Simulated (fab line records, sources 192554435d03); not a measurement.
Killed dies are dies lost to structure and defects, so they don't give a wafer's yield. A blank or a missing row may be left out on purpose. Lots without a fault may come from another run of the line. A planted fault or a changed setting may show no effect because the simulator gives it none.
Which tool did it? | flow n5_finfet | 9 lots, 27 wafers sampled, at 5 steps of a route of 1938

WHAT THE GAUGES READ, wafer by wafer
The record holds no reading of a measuring or inspecting step that can be judged against a usual standard deviation.

WHICH TOOL RAN EACH LOT (tool, then ch and the chambers of the sampled wafers, then the start)
lot  | N5_BEOL_M5_ETCH_72                 | N5_BEOL_M5_ETCH_61                 | N5_BEOL_M5_ETCH_68                 | N5_BEOL_M5_ETCH_41                            | N5_PASSIVATION_PROBE_49
L315 | rie_diel-04 ch 0,2, day 9 00:28    | rie_diel-04 ch 0,2, day 9 00:29    | rie_diel-03 ch 1,3, day 9 03:35    | rie_diel-03 ch 1,3, no start                  | -
L313 | rie_diel-02 ch 0,1,2, day 9 02:47  | rie_diel-02 ch 0,1,2, day 9 02:48  | rie_diel-02 ch 1,2,3, day 9 05:21  | rie_diel-02 ch 1,2,3, no start                | -
L319 | rie_diel-03 ch 0,1,2, day 10 10:25 | rie_diel-03 ch 0,1,2, day 10 10:26 | rie_diel-04 ch 0,1,2, day 10 12:34 | rie_diel-04 ch 0,1,2, day 15 04:32 or earlier | prober-02, day 15 04:32
L322 | rie_diel-02 ch 0,3, day 10 17:10   | rie_diel-02 ch 0,3, day 10 17:11   | rie_diel-04 ch 1,2, day 10 19:07   | rie_diel-04 ch 1,2, no start                  | -
L324 | rie_diel-03 ch 0,3, day 11 19:54   | rie_diel-03 ch 0,3, day 11 19:55   | rie_diel-03 ch 0,1,2, day 11 21:55 | rie_diel-03 ch 0,1,2, no start                | -
L331 | rie_diel-03 ch 0,2,3, day 13 11:48 | rie_diel-03 ch 0,2,3, day 13 11:49 | rie_diel-02 ch 0,1,2, day 13 15:01 | rie_diel-02 ch 0,1,2, no start                | -
L333 | rie_diel-03 ch 0,1, day 13 12:02   | rie_diel-03 ch 0,1, day 13 12:02   | rie_diel-03 ch 0,1, day 13 15:04   | rie_diel-03 ch 0,1, no start                  | -
L332 | rie_diel-02 ch 2,3, day 13 12:35   | rie_diel-02 ch 2,3, day 13 12:37   | rie_diel-03 ch 0,3, day 13 15:27   | rie_diel-03 ch 0,3, no start                  | -
L334 | rie_diel-03 ch 0,1, day 14 00:34   | rie_diel-03 ch 0,1, day 14 00:35   | rie_diel-03 ch 1,2,3, day 14 01:56 | rie_diel-03 ch 1,2,3, no start                | -
- N5_BEOL_M5_ETCH_72: etches underlayer in N2/H2, target depth 6.5 nm, time 5.2 s.
- N5_BEOL_M5_ETCH_61: etches SiARC in CF4, target depth 15.6 nm, time 26 s.
- N5_BEOL_M5_ETCH_68: etches SOC in N2/H2, target depth 80 nm, overetch 16 nm, time 120 s.
- N5_BEOL_M5_ETCH_41: etches SiCN in CH3F/O2, target depth 31.5 nm, time 56.7 s.
- N5_PASSIVATION_PROBE_49

WHAT THE TOOLS THEMSELVES READ (means of the sampled wafers that have a number; where no wafer has one, the mark that the record gives instead)
N5_BEOL_M5_ETCH_72. Usual: drypump_motor_current_A 5.8 A, standard deviation 0.62; etch_rf_on_time_s 5.22 s, standard deviation 0.12; oes_product_au 0.66 a.u., standard deviation 0.08; rf_vpp_V 523.6 V, standard deviation 2.6; showerhead_plenum_p_Torr 2.53 Torr, standard deviation 0.078; throttle_valve_pct 17.8 %, standard deviation 0.36.
lot  | tool        | drypump_motor_current_A (A) | etch_rf_on_time_s (s) | oes_product_au (a.u.) | rf_vpp_V (V) | showerhead_plenum_p_Torr (Torr) | throttle_valve_pct (%) | flag
L315 | rie_diel-04 | 5.4                         | 5.29                  | 0.63                  | 521.0        | 2.48                            | 17.7                   |
L313 | rie_diel-02 | 5.7                         | 5.26                  | 0.66                  | 526.5        | 2.62                            | 18.1                   |
L319 | rie_diel-03 | 5.7                         | 5.19                  | 0.60                  | 522.9        | 2.53                            | 17.9                   |
L322 | rie_diel-02 | 6.1                         | 5.34                  | 0.63                  | 524.8        | 2.57                            | 18.1                   |
L324 | rie_diel-03 | 5.6                         | 5.20                  | 0.71                  | 525.1        | 2.54                            | 17.8                   |
L331 | rie_diel-03 | 5.5                         | 5.19                  | 0.69                  | 523.4        | 2.52                            | 17.9                   |
L333 | rie_diel-03 | 5.9                         | 5.06                  | 0.81                  | 524.4        | 2.56                            | 17.4                   |
L332 | rie_diel-02 | 6.0                         | 5.02                  | 0.72                  | 523.7        | 2.49                            | 17.4                   |
L334 | rie_diel-03 | 5.9                         | 5.15                  | 0.79                  | 524.4        | 2.56                            | 17.4                   |

N5_BEOL_M5_ETCH_61. Usual: drypump_motor_current_A 5.8 A, standard deviation 0.62; etch_rf_on_time_s 26.1 s, standard deviation 0.51; oes_product_au 0.66 a.u., standard deviation 0.079; rf_vpp_V 184.0 V, standard deviation 1.1; showerhead_plenum_p_Torr 2.14 Torr, standard deviation 0.062; throttle_valve_pct 15.6 %, standard deviation 0.34.
lot  | tool        | drypump_motor_current_A (A) | etch_rf_on_time_s (s) | oes_product_au (a.u.) | rf_vpp_V (V) | showerhead_plenum_p_Torr (Torr) | throttle_valve_pct (%) | flag
L315 | rie_diel-04 | 5.4                         | 26.5                  | 0.64                  | 182.9        | 2.09                            | 15.3                   |
L313 | rie_diel-02 | 5.6                         | 25.9                  | 0.66                  | 184.2        | 2.21                            | 15.9                   |
L319 | rie_diel-03 | 5.7                         | 26.4                  | 0.60                  | 184.2        | 2.14                            | 15.8                   |
L322 | rie_diel-02 | 6.0                         | 26.8                  | 0.63                  | 183.2        | 2.17                            | 15.9                   |
L324 | rie_diel-03 | 5.6                         | 26.0                  | 0.70                  | 185.2        | 2.14                            | 15.4                   |
L331 | rie_diel-03 | 5.5                         | 25.7                  | 0.69                  | 184.4        | 2.13                            | 15.6                   |
L333 | rie_diel-03 | 5.9                         | 25.8                  | 0.80                  | 184.5        | 2.17                            | 15.2                   |
L332 | rie_diel-02 | 5.9                         | 25.6                  | 0.71                  | 183.4        | 2.12                            | 15.4                   |
L334 | rie_diel-03 | 5.9                         | 25.6                  | 0.79                  | 184.5        | 2.17                            | 15.2                   |

N5_BEOL_M5_ETCH_68. Usual: drypump_motor_current_A 5.8 A, standard deviation 0.58; oes_product_au 0.59 a.u., standard deviation 0.062; rf_vpp_V 523.5 V, standard deviation 2.2; run_length_s 143.2 s, standard deviation 0.48; showerhead_plenum_p_Torr 2.53 Torr, standard deviation 0.077; throttle_valve_pct 17.8 %, standard deviation 0.31.
lot  | tool        | drypump_motor_current_A (A) | oes_product_au (a.u.) | rf_vpp_V (V) | run_length_s (s) | showerhead_plenum_p_Torr (Torr) | throttle_valve_pct (%) | flag
L315 | rie_diel-03 | 6.1                         | 0.56                  | 525.5        | 142.7            | 2.61                            | 17.6                   |
L313 | rie_diel-02 | 6.0                         | 0.64                  | 524.8        | 143.5            | 2.57                            | 17.6                   |
L319 | rie_diel-04 | 5.5                         | 0.57                  | 520.8        | 152.9            | 2.45                            | 17.7                   | OFF
L322 | rie_diel-04 | 5.2                         | 0.55                  | 523.1        | 161.6            | 2.51                            | 17.5                   | OFF
L324 | rie_diel-03 | 5.7                         | 0.60                  | 523.9        | 143.1            | 2.53                            | 17.8                   |
L331 | rie_diel-02 | 5.7                         | 0.64                  | 525.1        | 143.2            | 2.61                            | 18.0                   |
L333 | rie_diel-03 | 5.9                         | 0.71                  | 524.8        | 142.6            | 2.56                            | 17.4                   |
L332 | rie_diel-03 | 5.4                         | 0.66                  | 523.5        | 143.1            | 2.51                            | 17.7                   |
L334 | rie_diel-03 | 5.9                         | 0.61                  | 523.5        | 142.9            | 2.55                            | 17.7                   |

N5_BEOL_M5_ETCH_41. Usual: drypump_motor_current_A 5.8 A, standard deviation 0.58; oes_product_au 0.77 a.u., standard deviation 0.087; rf_vpp_V 297.1 V, standard deviation 1.5; run_length_s 80.0 s, standard deviation 0.48; showerhead_plenum_p_Torr 1.99 Torr, standard deviation 0.061; throttle_valve_pct 16.25 %, standard deviation 0.3.
lot  | tool        | drypump_motor_current_A (A) | oes_product_au (a.u.) | rf_vpp_V (V) | run_length_s (s) | showerhead_plenum_p_Torr (Torr) | throttle_valve_pct (%) | flag
L315 | rie_diel-03 | 6.1                         | 0.72                  | 298.7        | 79.6             | 2.04                            | 16.09                  |
L313 | rie_diel-02 | 6.0                         | 0.84                  | 297.8        | 80.4             | 2.02                            | 16.21                  |
L319 | rie_diel-04 | 5.4                         | 0.76                  | 296.4        | 80.3             | 1.92                            | 16.07                  |
L322 | rie_diel-04 | 5.2                         | 0.75                  | 297.1        | 79.7             | 1.97                            | 15.98                  |
L324 | rie_diel-03 | 5.7                         | 0.79                  | 297.3        | 79.7             | 2.00                            | 16.35                  |
L331 | rie_diel-02 | 5.7                         | 0.83                  | 297.6        | 80.1             | 2.05                            | 16.43                  |
L333 | rie_diel-03 | 5.9                         | 0.94                  | 297.6        | 79.5             | 2.02                            | 15.89                  |
L332 | rie_diel-03 | 5.3                         | 0.88                  | 296.7        | 80.0             | 1.99                            | 16.25                  |
L334 | rie_diel-03 | 5.9                         | 0.79                  | 297.2        | 79.7             | 2.00                            | 16.16                  |

N5_PASSIVATION_PROBE_49. Usual: defect_limited_yield 91.4 %, standard deviation 1.4; killed_at_M0_to_M3 33, standard deviation 11; killed_at_M4_up 13, standard deviation 5.3; killed_at_contacts 13, standard deviation 6.1; killed_at_front_end 40, standard deviation 11; killed_at_other 2.9, standard deviation 2.7; killed_dies 102, standard deviation 17; killed_open 68, standard deviation 13; killed_short 32, standard deviation 7.5; sort_bin_4_leakage 0.00 %, standard deviation 0.022; sort_bin_5_function 5.1 %, standard deviation 0.98; sort_bin_6_memory 3.2 %, standard deviation 0.69; sort_bin_8_speed 0.1 %, standard deviation 1.1; sort_n_pass 1077, standard deviation 21; sort_yield_pct 91.3 %, standard deviation 1.7.
lot  | tool      | defect_limited_yield (%) | killed_at_M0_to_M3 | killed_at_M4_up | killed_at_contacts | killed_at_front_end | killed_at_other | killed_dies | killed_open | killed_short | sort_bin_4_leakage (%) | sort_bin_5_function (%) | sort_bin_6_memory (%) | sort_bin_8_speed (%) | sort_n_pass | sort_yield_pct (%) | flag
L319 | prober-02 | 91.4                     | 32                 | 19              | 12                 | 38                  | 1.0             | 101         | 68          | 30           | 0.00                   | 5.2                     | 2.9                   | 0.0                  | 1079        | 91.4               |

THE ANSWER, worked out from the rows above alone
Rule: a lot is off if the mean of its wafers that have a number lies more than 3 standard deviations from the usual mean. A lot without any number at a reading at which 4 lots or more have one is off too. The other lots that the step has rows for count as sound. The gauges are gone through in route order, then the tools' own readings, and for those a lot's mean is taken as printed above. The first step at which some lot is off is used, and at that step the reading that is off furthest; a lot without a number counts as furthest.
Off: L319, L322, at N5_BEOL_M5_ETCH_68 (run_length_s).
A tool fits if, at that step or a process step before it, it ran every lot that is off, and no sound lot after the first of them. One fits: rie_diel-04 at N5_BEOL_M5_ETCH_68. It ran no sound lot before its first lot that is off in this sample, so the start can't be narrowed down.
The tool's own readings at N5_BEOL_M5_ETCH_68 bear it out: on the lots that are off they differ by more than 5 times the standard deviation of the sound lots' means. run_length_s reads 157.2 s there against 143.0 s on the sound lots.

WHAT THE SIMULATOR HAD PUT IN
Process parameter drift: rie_diel-04, from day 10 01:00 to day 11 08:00, at N5_BEOL_M5_ETCH_68. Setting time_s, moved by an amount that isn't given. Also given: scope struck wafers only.
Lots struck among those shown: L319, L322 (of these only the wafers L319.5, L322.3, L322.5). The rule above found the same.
